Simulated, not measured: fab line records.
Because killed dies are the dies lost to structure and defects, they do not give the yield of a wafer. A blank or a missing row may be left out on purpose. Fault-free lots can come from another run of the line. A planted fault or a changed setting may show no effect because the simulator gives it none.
fab line records / flow n5Finfet
record lots=3 wafers=9 lastDay=15
route steps=1938 shown BEOL_M14@1741 BEOL_M15@1773 PASSIVATION@1936
lots that met no fault: taken from a fault-free run of the same line
startH: hours from the record's first day to the start of the lot's first wafer shown / waitH: time in hours since the lot's previous step / " same as the row above / L1.1+2: a row that stands for several wafers / - either no value or no given start / * or withheld: withheld / < > ~ a bound
route shown NAME@n: NAME is a module with steps in the file, n the number in the route of the first one / usual: mean/standard deviation taken from wafers without a fault / same: alike in all rows / chamber/n: place in a boat / sites: the reading at each site / _std_site: standard deviation of those values / _edge_site: the outer-site mean with the inner-site mean subtracted / radiusMm: how far each site lies from the wafer's centre / mask NAME#n: copy n / behind: tool/chamber where the wafer was last shaped / hold: the reason the lot was held/the length of the hold in hours/how it ended / device: the n, p or np transistor that did not switch / end of line: the same wafers' tests at the end of the route / a step without rows: its recipe alone / killed: the dies lost at the first sort to structure and to defects; this is not the yield of the wafer / map: dies across one wafer; x = killed, . = not, _ = none there
set.NAME: the setting that was run; set.NAME@STEP: the one run at that earlier step / model.NAME: the simulator's own value behind a step, which no gauge read
lots at some steps of the route; a table a step, a row a wafer
services: a tool's chamber out of use, with start hour (startH, from the record's first day; less than 0 if before it), hours out, and reason
## steps
# step N5_BEOL_M14_SOFTBAKE_23
# recipe tempC=130 timeS=60
# step N5_BEOL_M14_EXPOSE_25
# recipe maskId=M14 na=0.8 sourceShape=annular sigmaInner=0.5 sigmaOuter=0.8 polarization=unpolarized targetCdNm=280 doseMj=26.6
# step N5_BEOL_M14_PEB_26
# recipe pebTempC=130 pebTimeS=90
# step N5_BEOL_M14_DEVELOP_27
# recipe developTimeS=45 rinseLiquid=diw dry=airSpin devTempC=21
# step N5_BEOL_M14_HARDBAKE_32
# recipe tempC=130 timeS=120
# step N5_BEOL_M14_DESCUM_33
# recipe chemistry=O2 timeS=7.9 sourcePowerW=50 biasPowerW=20 pressureMtorr=20 rfFrequencyHz=2.712e+07 tempC=40 o2FlowSccm=225
# step N5_BEOL_M14_ETCH_67
# recipe chemistry=CF4 target=SiARC targetDepthA=1430 timeS=238.3 ionEnergyEv=80 pressureMtorr=40 sourceW=545 biasW=36 Ar_flow_sccm=100 cf4FlowSccm=100 ends=cleared
# step N5_BEOL_M14_ETCH_68
# recipe chemistry=N2/H2 target=SOC maskMaterial=SiARC sourceW=3000 biasW=350 tempC=40 timeS=450 ionEnergyEv=200 pressureMtorr=30 n2FlowSccm=200 h2FlowSccm=200
# step N5_BEOL_M14_STRIP_69
# recipe chemistry=N2/H2 tempC=40 n2FlowSccm=200 h2FlowSccm=200 rfFrequencyHz=6e+07
# step N5_BEOL_M14_TRENCH_ETCH_34
# recipe chemistry=C4F8/O2/Ar target=SiO2 targetDepthA=5566.5 maskMaterial=SOC heInnerTorr=15 heOuterTorr=30 timeS=126.9 ionEnergyEv=800 pressureMtorr=20 sourceW=1905 biasW=2040 Ar_flow_sccm=400 C4F8_flow_sccm=16 O2_flow_sccm=12
# usual drypumpMotorCurrentA=5.6/0.48 oesProductAu=0.81/0.069 rfVppV=2250/36 showerheadPlenumPTorr=3.41/0.11 throttleValvePct=30.8/0.31
lot.wafer=L857.2 tool=rieDiel-03 chamber=0 startH=251.26 waitH=0.0 drypumpMotorCurrentA=6.1 oesProductAu=0.86 rfHoursCounterH=49 rfVppV=2279 showerheadPlenumPTorr=3.36 throttleValvePct=31.2 model.etch.depthNm=568
lot.wafer=L857.3 tool=rieDiel-03 chamber=1 startH=251.26 waitH=0.0 drypumpMotorCurrentA=5.3 oesProductAu=0.79 rfHoursCounterH=98 rfVppV=2275 showerheadPlenumPTorr=3.33 throttleValvePct=30.5 model.etch.depthNm=548.2
lot.wafer=L857.5 tool=rieDiel-03 chamber=1 startH=251.26 waitH=0.0 drypumpMotorCurrentA=5.3 oesProductAu=0.79 rfHoursCounterH=- rfVppV=2275 showerheadPlenumPTorr=3.33 throttleValvePct=30.6 model.etch.depthNm=542.8
lot.wafer=L864.4 tool=rieDiel-03 chamber=0 startH=297.94 waitH=0.0 drypumpMotorCurrentA=6.1 oesProductAu=0.84 rfHoursCounterH=66 rfVppV=2277 showerheadPlenumPTorr=3.35 throttleValvePct=31.2 model.etch.depthNm=658.9
lot.wafer=L864.5 tool=rieDiel-03 chamber=3 startH=297.94 waitH=0.0 drypumpMotorCurrentA=5.1 oesProductAu=0.70 rfHoursCounterH=- rfVppV=2203 showerheadPlenumPTorr=3.55 throttleValvePct=30.9 model.etch.depthNm=541.5
lot.wafer=L864.6 tool=rieDiel-03 chamber=0 startH=297.94 waitH=0.0 drypumpMotorCurrentA=6.1 oesProductAu=0.84 rfHoursCounterH=- rfVppV=2277 showerheadPlenumPTorr=3.35 throttleValvePct=31.2 model.etch.depthNm=652.7
lot.wafer=L871.4 tool=rieDiel-02 chamber=2 startH=338.28 waitH=0.0 drypumpMotorCurrentA=5.2 oesProductAu=0.78 rfHoursCounterH=120 rfVppV=2196 showerheadPlenumPTorr=3.31 throttleValvePct=30.7 model.etch.depthNm=559.6
lot.wafer=L871.5 tool=rieDiel-02 chamber=2 startH=338.28 waitH=0.0 drypumpMotorCurrentA=5.1 oesProductAu=0.79 rfHoursCounterH=- rfVppV=2198 showerheadPlenumPTorr=3.31 throttleValvePct=30.7 model.etch.depthNm=564
lot.wafer=L871.6 tool=rieDiel-02 chamber=1 startH=338.28 waitH=0.0 drypumpMotorCurrentA=6.4 oesProductAu=0.85 rfHoursCounterH=- rfVppV=2217 showerheadPlenumPTorr=3.34 throttleValvePct=30.2 model.etch.depthNm=554
# step N5_BEOL_M14_STRIP_70
# recipe chemistry=C4F8/O2/Ar resist=SiARC rfFrequencyHz=6e+07
# step N5_BEOL_M14_OCD_MEAS_35
# usual trenchDepthNm=553/9.2
lot.wafer=L857.2 tool=ocd-01 chamber=- startH=251.42 waitH=0.0 trenchDepthNm=568
lot.wafer=L857.3 tool=ocd-01 chamber=- startH=251.42 waitH=0.0 trenchDepthNm=548
lot.wafer=L857.5 tool=ocd-01 chamber=- startH=251.42 waitH=0.0 trenchDepthNm=543
lot.wafer=L864.4 tool=ocd-02 chamber=- startH=298.10 waitH=0.0 trenchDepthNm=659
lot.wafer=L864.5 tool=ocd-02 chamber=- startH=298.10 waitH=0.0 trenchDepthNm=541
lot.wafer=L864.6 tool=ocd-02 chamber=- startH=298.10 waitH=0.0 trenchDepthNm=653
lot.wafer=L871.4 tool=ocd-01 chamber=- startH=338.44 waitH=0.0 trenchDepthNm=559
lot.wafer=L871.5 tool=ocd-01 chamber=- startH=338.44 waitH=0.0 trenchDepthNm=564
lot.wafer=L871.6 tool=ocd-01 chamber=- startH=338.44 waitH=0.0 trenchDepthNm=554
# step N5_BEOL_M14_STRIP_37
# recipe chemistry=O2 powerW=600 tempC=60 pressureMtorr=30 rfFrequencyHz=6e+07 biasPowerW=0 overashFraction=0.3 o2FlowSccm=225
# step N5_BEOL_M14_ETCH_38
# recipe chemistry=CF4/N2 target=SiCN targetDepthA=1065 taperDeg=2 timeS=120.6 ionEnergyEv=150 maskMaterial=SiO2 pressureMtorr=40 sourceW=430 biasW=70 Ar_flow_sccm=100 cf4FlowSccm=60 n2FlowSccm=60
# step N5_BEOL_M14_PRECLEAN_39
# recipe chemistry=residueRemover timeS=60 tempC=40
# step N5_BEOL_M14_SRD_40
# recipe timeS=30 tempC=23 rinseLiquid=diw dry=n2Spin spinRpm=1500 dryTimeS=30
# step N5_BEOL_M14_DEGAS_41
# recipe ambient=vacuum tempC=300 timeS=60
# step N5_BEOL_M14_PRE_CLEAN_42
# recipe gas=H2/He timeS=30 tempC=300
# step N5_BEOL_M14_SPUTTER_43
# recipe material=TaN targetThkA=150 tempC=50 biasV=168.6 powerW=15000 chamberPressurePa=0.12 timeS=24.19
# step N5_BEOL_M14_SPUTTER_44
# recipe material=Ta targetThkA=150 tempC=50 biasV=80 powerW=15000 chamberPressurePa=0.07 timeS=24.19
# step N5_BEOL_M14_SPUTTER_45
# recipe material=Cu targetThkA=1000 tempC=-20 biasV=60 powerW=26000 chamberPressurePa=0.13 timeS=16.67
# step N5_BEOL_M14_ECD_47
# recipe material=Cu targetThkA=12480
# step N5_BEOL_M14_ANNEAL_48
# recipe tempC=225 timeS=90 ambient=N2
# step N5_BEOL_M14_CMP_49
# recipe stopOn=SiO2 tOverpolishS=5.2 downForcePsi=2 platenRpm=80 clearingPlatenDownForcePsi=2 clearingPlatenRpm=80 postCmpClean=cuAlkaline targetThkNm=560 clearingPlatenPadVelocityMS=1.5917 padVelocityMS=1.5917
# usual barrierFieldEndpointS=11.21/0.28 headPressurePsi=2.001/0.0042 motorCurrentA=8.0/0.94 overpolishRunS=5.200/0.0087 retainingRingPressureFrac=1.000/0.0049 slurryFilterDpKPa=13.50/0.12 timeToEndpointS=119/4.5
lot.wafer=L857.2 tool=cmp-04 chamber=3 startH=258.96 waitH=0.3 barrierFieldEndpointS=11.29 headPressurePsi=1.999 motorCurrentA=7.5 overpolishRunS=5.204 retainingRingPressureFrac=1.008 slurryFilterDpKPa=13.41 timeToEndpointS=117 model.Cu_of_BEOL_M14_ECD_47.thkNm=570.4
lot.wafer=L857.3 tool=cmp-04 chamber=0 startH=258.96 waitH=0.3 barrierFieldEndpointS=11.10 headPressurePsi=2.001 motorCurrentA=8.4 overpolishRunS=5.222 retainingRingPressureFrac=1.007 slurryFilterDpKPa=13.57 timeToEndpointS=115 model.Cu_of_BEOL_M14_ECD_47.thkNm=549.8
lot.wafer=L857.5 tool=cmp-04 chamber=3 startH=258.96 waitH=0.3 barrierFieldEndpointS=11.38 headPressurePsi=1.996 motorCurrentA=7.9 overpolishRunS=5.199 retainingRingPressureFrac=0.998 slurryFilterDpKPa=13.52 timeToEndpointS=120 model.Cu_of_BEOL_M14_ECD_47.thkNm=545.6
lot.wafer=L864.4 tool=cmp-03 chamber=2 startH=301.46 waitH=0.3 barrierFieldEndpointS=10.86 headPressurePsi=2.007 motorCurrentA=8.2 overpolishRunS=5.203 retainingRingPressureFrac=0.997 slurryFilterDpKPa=13.64 timeToEndpointS=117 model.Cu_of_BEOL_M14_ECD_47.thkNm=660.6
lot.wafer=L864.5 tool=cmp-03 chamber=1 startH=301.46 waitH=0.3 barrierFieldEndpointS=10.99 headPressurePsi=2.000 motorCurrentA=9.1 overpolishRunS=5.202 retainingRingPressureFrac=0.992 slurryFilterDpKPa=13.24 timeToEndpointS=119 model.Cu_of_BEOL_M14_ECD_47.thkNm=542.6
lot.wafer=L864.6 tool=cmp-03 chamber=2 startH=301.46 waitH=0.3 barrierFieldEndpointS=10.92 headPressurePsi=2.002 motorCurrentA=8.7 overpolishRunS=5.190 retainingRingPressureFrac=1.001 slurryFilterDpKPa=13.54 timeToEndpointS=119 model.Cu_of_BEOL_M14_ECD_47.thkNm=655.4
lot.wafer=L871.4 tool=cmp-03 chamber=2 startH=342.33 waitH=0.2 barrierFieldEndpointS=11.20 headPressurePsi=1.998 motorCurrentA=8.3 overpolishRunS=5.199 retainingRingPressureFrac=0.996 slurryFilterDpKPa=13.37 timeToEndpointS=117 model.Cu_of_BEOL_M14_ECD_47.thkNm=562.2
lot.wafer=L871.6 tool=cmp-03 chamber=1 startH=342.33 waitH=0.2 barrierFieldEndpointS=11.35 headPressurePsi=2.000 motorCurrentA=9.5 overpolishRunS=5.190 retainingRingPressureFrac=0.987 slurryFilterDpKPa=13.46 timeToEndpointS=118 model.Cu_of_BEOL_M14_ECD_47.thkNm=555.2
lot.wafer=L871.5 tool=cmp-03 chamber=2 startH=342.33 waitH=0.2 barrierFieldEndpointS=11.09 headPressurePsi=1.999 motorCurrentA=8.2 overpolishRunS=5.196 retainingRingPressureFrac=1.008 slurryFilterDpKPa=13.46 timeToEndpointS=117 model.Cu_of_BEOL_M14_ECD_47.thkNm=566.6
# step N5_BEOL_M14_THK_MEAS_50
# recipe thkMeasGauge=xrf reads=Cu_of_BEOL_M14_ECD_47
# usual M14_THK=540/9.1
lot.wafer=L857.2 tool=filmMetro-01 chamber=- startH=259.22 waitH=- M14_THK[nm]=553
lot.wafer=L857.3 tool=filmMetro-01 chamber=- startH=259.22 waitH=- M14_THK[nm]=533
lot.wafer=L857.5 tool=filmMetro-01 chamber=- startH=259.22 waitH=- M14_THK[nm]=532
lot.wafer=L864.4 tool=filmMetro-02 chamber=- startH=301.72 waitH=- M14_THK[nm]=638
lot.wafer=L864.5 tool=filmMetro-02 chamber=- startH=301.72 waitH=- M14_THK[nm]=526
lot.wafer=L864.6 tool=filmMetro-02 chamber=- startH=301.72 waitH=- M14_THK[nm]=629
lot.wafer=L871.4 tool=filmMetro-02 chamber=- startH=342.59 waitH=- M14_THK[nm]=545
lot.wafer=L871.5 tool=filmMetro-02 chamber=- startH=342.59 waitH=- M14_THK[nm]=552
lot.wafer=L871.6 tool=filmMetro-02 chamber=- startH=342.59 waitH=- M14_THK[nm]=540
# step N5_BEOL_M14_PRE_CLEAN_52
# recipe gas=NH3 timeS=15 tempC=withheld rfPowerW=300
# step N5_BEOL_M14_DEP_53
# recipe material=SiCN targetThkA=500 tempC=withheld precursor=3MS/NH3 pressureTorr=3 rfW=675 timeS=17.8
# step N5_BEOL_M14_RS_MEAS_54
# recipe thkMeasGauge=four-point-probe reads=Cu_of_BEOL_M14_ECD_47+Ta_of_BEOL_M14_SPUTTER_44+TaN_of_BEOL_M14_SPUTTER_43
# usual M14_RS=0.0335/0.00058
lot.wafer=L857.2 tool=filmMetro-01 chamber=- startH=259.35 waitH=0.1 M14_RS[ohm/sq]=0.0326
lot.wafer=L857.3 tool=filmMetro-01 chamber=- startH=259.35 waitH=0.1 M14_RS[ohm/sq]=0.0338
lot.wafer=L857.5 tool=filmMetro-01 chamber=- startH=259.35 waitH=0.1 M14_RS[ohm/sq]=0.0342
lot.wafer=L864.4 tool=filmMetro-02 chamber=- startH=301.85 waitH=0.0 M14_RS[ohm/sq]=0.0280
lot.wafer=L864.5 tool=filmMetro-02 chamber=- startH=301.85 waitH=0.0 M14_RS[ohm/sq]=0.0342
lot.wafer=L864.6 tool=filmMetro-02 chamber=- startH=301.85 waitH=0.0 M14_RS[ohm/sq]=0.0282
lot.wafer=L871.4 tool=filmMetro-01 chamber=- startH=342.72 waitH=0.0 M14_RS[ohm/sq]=0.0332
lot.wafer=L871.5 tool=filmMetro-01 chamber=- startH=342.72 waitH=0.0 M14_RS[ohm/sq]=0.0329
lot.wafer=L871.6 tool=filmMetro-01 chamber=- startH=342.72 waitH=0.0 M14_RS[ohm/sq]=0.0336
# step N5_BEOL_M15_ILD_DEP_00
# recipe material=SiO2 targetThkA=16293 tempC=400 precursor=TEOS/O2 pressureTorr=6.5 rfW=900 teosFlowSccm=161.4 gas=O2 flowSccm=2650 timeS=346.1
# step N5_BEOL_M15_COAT_58
# recipe resist=BARC tempC=205 timeS=60 spinRpm=1500 resistThkNm=89
# step N5_BEOL_M15_COAT_04
# recipe spinRpm=1704 resistThkNm=800
# step N5_BEOL_M15_EBR_06
# recipe solvent=PGMEA ebrWidthMm=1.5
# step N5_BEOL_M15_SOFTBAKE_05
# recipe tempC=130 timeS=60
# step N5_BEOL_M15_EXPOSE_07
# recipe maskId=V14 na=0.8 sourceShape=annular sigmaInner=0.5 sigmaOuter=0.8 polarization=unpolarized attpsmPhaseDeg=180 doseMj=41.25
# step N5_BEOL_M15_PEB_08
# recipe pebTempC=130 pebTimeS=90
# step N5_BEOL_M15_DEVELOP_09
# recipe developTimeS=45 rinseLiquid=diw dry=airSpin devTempC=21
# step N5_BEOL_M15_HARDBAKE_14
# recipe tempC=130 timeS=120
# step N5_BEOL_M15_RC_MEAS_101
# usual COMB_M10=1.43e-11/2.7e-12 COMB_M11=1.45e-11/3e-12 COMB_M12=6.5e-12/1.4e-12 COMB_M13=5.1e-12/9.9e-13 COMB_M15=2.6e-12/6.6e-13 COMB_M5=3.6e-11/7.6e-12 COMB_M6=2.6e-11/5.4e-12 COMB_M7=2.6e-11/5.2e-12 COMB_M8=2.5e-11/4.9e-12 COMB_M9=1.5e-11/2.9e-12 SERP_M10=3.09/0.072 SERP_M11=3.09/0.1 SERP_M12=0.636/0.017 SERP_M12_max_site=0.650/0.018 SERP_M13=0.311/0.0063 SERP_M13_max_site=0.314/0.0065 SERP_M14=0.162/0.0032 SERP_M14_max_site=0.164/0.0033 SERP_M5=39.0/1.6 SERP_M5_max_site=40.6/1.7 SERP_M6=13.8/0.53 SERP_M7=14.0/0.63 SERP_M8=13.6/0.54 SERP_M9=3.11/0.086
lot.wafer=L857.2 tool=prober-02 chamber=0 startH=264.65 waitH=0.2 COMB_M10[S/m]=1.43e-11 COMB_M11[S/m]=2.02e-11 COMB_M12[S/m]=5.6e-12 COMB_M13[S/m]=3.2e-12 COMB_M15[S/m]=2.7e-12 COMB_M5[S/m]=3.2e-11 COMB_M6[S/m]=2.2e-11 COMB_M7[S/m]=1.9e-11 COMB_M8[S/m]=2.7e-11 COMB_M9[S/m]=1.45e-11 SERP_M10[ohm/um]=3.10 SERP_M11[ohm/um]=3.10 SERP_M12[ohm/um]=0.648 SERP_M12_max_site[ohm/um]=0.651 SERP_M13[ohm/um]=0.311 SERP_M13_max_site[ohm/um]=0.313 SERP_M14[ohm/um]=0.158 SERP_M14_max_site[ohm/um]=0.159 SERP_M5[ohm/um]=41.4 SERP_M5_max_site[ohm/um]=42.5 SERP_M6[ohm/um]=12.9 SERP_M7[ohm/um]=14.0 SERP_M8[ohm/um]=14.1 SERP_M9[ohm/um]=3.04
lot.wafer=L857.3 tool=prober-02 chamber=0 startH=264.65 waitH=0.2 COMB_M10[S/m]=1.68e-11 COMB_M11[S/m]=1.69e-11 COMB_M12[S/m]=8.3e-12 COMB_M13[S/m]=5e-12 COMB_M15[S/m]=2.8e-12 COMB_M5[S/m]=3.1e-11 COMB_M6[S/m]=3.2e-11 COMB_M7[S/m]=2.4e-11 COMB_M8[S/m]=1.7e-11 COMB_M9[S/m]=1.1e-11 SERP_M10[ohm/um]=3.08 SERP_M11[ohm/um]=3.24 SERP_M12[ohm/um]=0.638 SERP_M12_max_site[ohm/um]=0.662 SERP_M13[ohm/um]=0.306 SERP_M13_max_site[ohm/um]=0.309 SERP_M14[ohm/um]=0.164 SERP_M14_max_site[ohm/um]=0.167 SERP_M5[ohm/um]=39.2 SERP_M5_max_site[ohm/um]=41.2 SERP_M6[ohm/um]=13.6 SERP_M7[ohm/um]=13.9 SERP_M8[ohm/um]=13.4 SERP_M9[ohm/um]=3.06
lot.wafer=L857.5 tool=prober-02 chamber=0 startH=264.65 waitH=0.2 COMB_M10[S/m]=1.64e-11 COMB_M11[S/m]=1.61e-11 COMB_M12[S/m]=6.1e-12 COMB_M13[S/m]=4.2e-12 COMB_M15[S/m]=2e-12 COMB_M5[S/m]=4.3e-11 COMB_M6[S/m]=2.1e-11 COMB_M7[S/m]=2.2e-11 COMB_M8[S/m]=2.6e-11 COMB_M9[S/m]=1.1e-11 SERP_M10[ohm/um]=3.23 SERP_M11[ohm/um]=3.20 SERP_M12[ohm/um]=0.633 SERP_M12_max_site[ohm/um]=0.649 SERP_M13[ohm/um]=0.300 SERP_M13_max_site[ohm/um]=0.304 SERP_M14[ohm/um]=0.163 SERP_M14_max_site[ohm/um]=0.165 SERP_M5[ohm/um]=38.1 SERP_M5_max_site[ohm/um]=40.9 SERP_M6[ohm/um]=14.2 SERP_M7[ohm/um]=13.7 SERP_M8[ohm/um]=13.8 SERP_M9[ohm/um]=2.98
lot.wafer=L864.4 tool=prober-01 chamber=0 startH=306.97 waitH=0.5 COMB_M10[S/m]=1.4e-11 COMB_M11[S/m]=1.36e-11 COMB_M12[S/m]=5.9e-12 COMB_M13[S/m]=6.1e-12 COMB_M15[S/m]=2.1e-12 COMB_M5[S/m]=3.2e-11 COMB_M6[S/m]=2.6e-11 COMB_M7[S/m]=1.9e-11 COMB_M8[S/m]=2.8e-11 COMB_M9[S/m]=1.32e-11 SERP_M10[ohm/um]=2.95 SERP_M11[ohm/um]=3.08 SERP_M12[ohm/um]=0.662 SERP_M12_max_site[ohm/um]=0.670 SERP_M13[ohm/um]=0.314 SERP_M13_max_site[ohm/um]=0.318 SERP_M14[ohm/um]=0.136 SERP_M14_max_site[ohm/um]=0.137 SERP_M5[ohm/um]=37.6 SERP_M5_max_site[ohm/um]=38.3 SERP_M6[ohm/um]=14.3 SERP_M7[ohm/um]=13.4 SERP_M8[ohm/um]=14.4 SERP_M9[ohm/um]=2.99
lot.wafer=L864.5 tool=prober-01 chamber=0 startH=306.97 waitH=0.5 COMB_M10[S/m]=1.25e-11 COMB_M11[S/m]=1.85e-11 COMB_M12[S/m]=4.2e-12 COMB_M13[S/m]=6.9e-12 COMB_M15[S/m]=3.4e-12 COMB_M5[S/m]=3.1e-11 COMB_M6[S/m]=3.1e-11 COMB_M7[S/m]=2e-11 COMB_M8[S/m]=1.6e-11 COMB_M9[S/m]=1.89e-11 SERP_M10[ohm/um]=3.05 SERP_M11[ohm/um]=3.11 SERP_M12[ohm/um]=0.652 SERP_M12_max_site[ohm/um]=0.672 SERP_M13[ohm/um]=0.314 SERP_M13_max_site[ohm/um]=0.316 SERP_M14[ohm/um]=0.164 SERP_M14_max_site[ohm/um]=0.166 SERP_M5[ohm/um]=37.6 SERP_M5_max_site[ohm/um]=39.0 SERP_M6[ohm/um]=13.5 SERP_M7[ohm/um]=14.4 SERP_M8[ohm/um]=13.2 SERP_M9[ohm/um]=3.21
lot.wafer=L864.6 tool=prober-01 chamber=0 startH=306.97 waitH=0.5 COMB_M10[S/m]=1.06e-11 COMB_M11[S/m]=1.17e-11 COMB_M12[S/m]=5.1e-12 COMB_M13[S/m]=5e-12 COMB_M15[S/m]=2.2e-12 COMB_M5[S/m]=4.3e-11 COMB_M6[S/m]=3e-11 COMB_M7[S/m]=2.8e-11 COMB_M8[S/m]=1.6e-11 COMB_M9[S/m]=1.9e-11 SERP_M10[ohm/um]=3.00 SERP_M11[ohm/um]=3.20 SERP_M12[ohm/um]=0.648 SERP_M12_max_site[ohm/um]=0.661 SERP_M13[ohm/um]=0.318 SERP_M13_max_site[ohm/um]=0.320 SERP_M14[ohm/um]=0.138 SERP_M14_max_site[ohm/um]=0.139 SERP_M5[ohm/um]=37.8 SERP_M5_max_site[ohm/um]=38.8 SERP_M6[ohm/um]=14.7 SERP_M7[ohm/um]=14.1 SERP_M8[ohm/um]=13.6 SERP_M9[ohm/um]=2.95
lot.wafer=L871.4 tool=prober-01 chamber=0 startH=349.95 waitH=0.5 COMB_M10[S/m]=1.41e-11 COMB_M11[S/m]=1.7e-11 COMB_M12[S/m]=7.4e-12 COMB_M13[S/m]=6.5e-12 COMB_M15[S/m]=2.8e-12 COMB_M5[S/m]=2.9e-11 COMB_M6[S/m]=3.6e-11 COMB_M7[S/m]=2.7e-11 COMB_M8[S/m]=2.3e-11 COMB_M9[S/m]=2.21e-11 SERP_M10[ohm/um]=3.22 SERP_M11[ohm/um]=3.01 SERP_M12[ohm/um]=0.619 SERP_M12_max_site[ohm/um]=0.633 SERP_M13[ohm/um]=0.310 SERP_M13_max_site[ohm/um]=0.315 SERP_M14[ohm/um]=0.161 SERP_M14_max_site[ohm/um]=0.164 SERP_M5[ohm/um]=39.2 SERP_M5_max_site[ohm/um]=41.4 SERP_M6[ohm/um]=14.3 SERP_M7[ohm/um]=12.8 SERP_M8[ohm/um]=14.4 SERP_M9[ohm/um]=3.10
lot.wafer=L871.5 tool=prober-01 chamber=0 startH=349.95 waitH=0.5 COMB_M10[S/m]=1.97e-11 COMB_M11[S/m]=1.56e-11 COMB_M12[S/m]=6.5e-12 COMB_M13[S/m]=5.9e-12 COMB_M15[S/m]=2.9e-12 COMB_M5[S/m]=2.8e-11 COMB_M6[S/m]=2.3e-11 COMB_M7[S/m]=2.6e-11 COMB_M8[S/m]=2.2e-11 COMB_M9[S/m]=1.53e-11 SERP_M10[ohm/um]=3.16 SERP_M11[ohm/um]=3.09 SERP_M12[ohm/um]=0.644 SERP_M12_max_site[ohm/um]=0.672 SERP_M13[ohm/um]=0.308 SERP_M13_max_site[ohm/um]=0.312 SERP_M14[ohm/um]=0.159 SERP_M14_max_site[ohm/um]=0.162 SERP_M5[ohm/um]=38.9 SERP_M5_max_site[ohm/um]=39.6 SERP_M6[ohm/um]=13.8 SERP_M7[ohm/um]=13.5 SERP_M8[ohm/um]=14.1 SERP_M9[ohm/um]=3.04
lot.wafer=L871.6 tool=prober-01 chamber=0 startH=349.95 waitH=0.5 COMB_M10[S/m]=1.57e-11 COMB_M11[S/m]=2.07e-11 COMB_M12[S/m]=8.2e-12 COMB_M13[S/m]=5e-12 COMB_M15[S/m]=2.5e-12 COMB_M5[S/m]=2.7e-11 COMB_M6[S/m]=3.2e-11 COMB_M7[S/m]=2.3e-11 COMB_M8[S/m]=2.2e-11 COMB_M9[S/m]=1.72e-11 SERP_M10[ohm/um]=3.14 SERP_M11[ohm/um]=3.24 SERP_M12[ohm/um]=0.621 SERP_M12_max_site[ohm/um]=0.630 SERP_M13[ohm/um]=0.314 SERP_M13_max_site[ohm/um]=0.317 SERP_M14[ohm/um]=0.165 SERP_M14_max_site[ohm/um]=0.167 SERP_M5[ohm/um]=40.5 SERP_M5_max_site[ohm/um]=41.9 SERP_M6[ohm/um]=14.3 SERP_M7[ohm/um]=14.3 SERP_M8[ohm/um]=13.7 SERP_M9[ohm/um]=3.13
# sites SERP_M14 radiusMm=0,75,75,75,75,140,140,140,140
L857.2 0.159 0.157 0.158 0.158 0.157 0.156 0.156 0.158 0.158
L864.4 0.136 0.137 0.135 0.135 0.136 0.136 0.136 0.136 0.136
L871.4 0.159 0.161 0.161 0.163 0.160 0.163 0.160 0.161 0.164
# step N5_PASSIVATION_PROBE_49
# usual defectLimitedYield=91.7/1.7 killed_at_M0_to_M3=34/10 killed_at_M4_up=13/5.1 killedAtContacts=12/6.2 killedAtFrontEnd=36/12 killedAtOther=3.2/2.6 killedDies=98/20 killedOnRim=13/4.5 killedOpen=65/13 killedShort=32/8.4 sort_bin_5_function=4.8/1.1 sort_bin_6_memory=3.2/0.74 sortNPass=1082/20 sortYieldPct=91.7/1.7
# same grossDies=1180 killedAtBackSide=0 sort_bin_4_leakage[%]=0 sort_bin_8_speed[%]=0
lot.wafer=L864.5 tool=prober-01 chamber=- startH=320.16 waitH=0.2 defectLimitedYield[%]=91.0 killed_at_M0_to_M3=25 killed_at_M4_up=9 killedAtContacts=3 killedAtFrontEnd=68 killedAtOther=1 killedDies=106 killedOnRim=22 killedOpen=68 killedShort=24 sort_bin_5_function[%]=4.7 sort_bin_6_memory[%]=3.0 sortNPass=1074 sortYieldPct[%]=91.0
# killed by level:class
L864.5 FIN_SAQP:geometricParticle:open=24 HKMG_FIN:areaEtch=14 STI_FIN_REVEAL:geometricParticle:open=9 BEOL_M3:geometricParticle:open=8 FIN_SAQP:geometricParticle:short=7 BEOL_M1:geometricParticle:open=3 DUMMY_GATE:geometricParticle:open=3 MOL_CONTACT_COAG:geometricParticle:open=3
## services
tool=cmp-04 chamber=- startH=249.41 hours=4.6 kind=pm
tool=rieDiel-03 chamber=2 startH=251.38 hours=- kind=clean
tool=rieDiel-03 chamber=2 startH=251.38 hours=- kind=consumableReplace:focusRing
tool=rieDiel-03 chamber=2 startH=251.38 hours=17.0 kind=scheduledDown
tool=rieDiel-03 chamber=2 startH=251.38 hours=17.0 kind=ventCycle
tool=rieDiel-02 chamber=0 startH=267.08 hours=- kind=clean
tool=rieDiel-02 chamber=0 startH=267.08 hours=- kind=consumableReplace:focusRing
tool=rieDiel-02 chamber=0 startH=267.08 hours=- kind=consumableReplace:showerhead
tool=rieDiel-02 chamber=0 startH=267.08 hours=22.5 kind=scheduledDown
tool=rieDiel-02 chamber=0 startH=267.08 hours=22.5 kind=ventCycle
tool=rieDiel-02 chamber=3 startH=277.74 hours=6.1 kind=repair
tool=cmp-04 chamber=- startH=293.47 hours=3.0 kind=repair
tool=cmp-04 chamber=- startH=297.69 hours=3.6 kind=repair
tool=rieDiel-02 chamber=- startH=307.01 hours=4.3 kind=pm
tool=cmp-03 chamber=- startH=310.81 hours=1.6 kind=repair
tool=cmp-03 chamber=- startH=316.38 hours=4.0 kind=pm
tool=cmp-03 chamber=- startH=320.38 hours=- kind=consumableReplace:conditioner
tool=cmp-03 chamber=- startH=320.38 hours=- kind=consumableReplace:pad
tool=rieDiel-02 chamber=0 startH=321.23 hours=8.0 kind=repair
tool=cmp-04 chamber=- startH=326.54 hours=7.1 kind=pm
tool=cmp-04 chamber=- startH=336.19 hours=2.5 kind=repair
## key
firstSign step=N5_BEOL_M14_OCD_MEAS_35 reading=trenchDepthNm direction=up sigmas=11 usual=553 struck=656
effect step=N5_BEOL_M14_THK_MEAS_50 reading=M14_THK direction=up sigmas=10 usual=540 struck=634
effect step=N5_BEOL_M14_RS_MEAS_54 reading=M14_RS direction=down sigmas=9.4 usual=0.0335 struck=0.0281
effect step=N5_BEOL_M15_RC_MEAS_101 reading=SERP_M14 direction=down sigmas=8 usual=0.162 struck=0.137
modelEffect step=N5_BEOL_M14_TRENCH_ETCH_34 value=etch.depthNm without=562.8 struck=655.8
modelEffect step=N5_BEOL_M14_CMP_49 value=Cu_of_BEOL_M14_ECD_47.thkNm without=565.1 struck=658
metAt N5_BEOL_M14_TRENCH_ETCH_34
struckWafers L864.4,L864.6
baselineLoss step=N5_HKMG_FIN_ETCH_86 wafers=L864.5
onsetBetween 251.26 297.94
fault kind=processParameterDrift tool=rieDiel-03 chamber=0 onsetH=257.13 steps=N5_BEOL_M14_TRENCH_ETCH_34 channel=timeS offset=* shape=step actsIn=* stated=*
# baselineLoss: these wafers lose ten dies or more at that step, a loss of the line's own and not of a fault; the sort's usual values leave them out
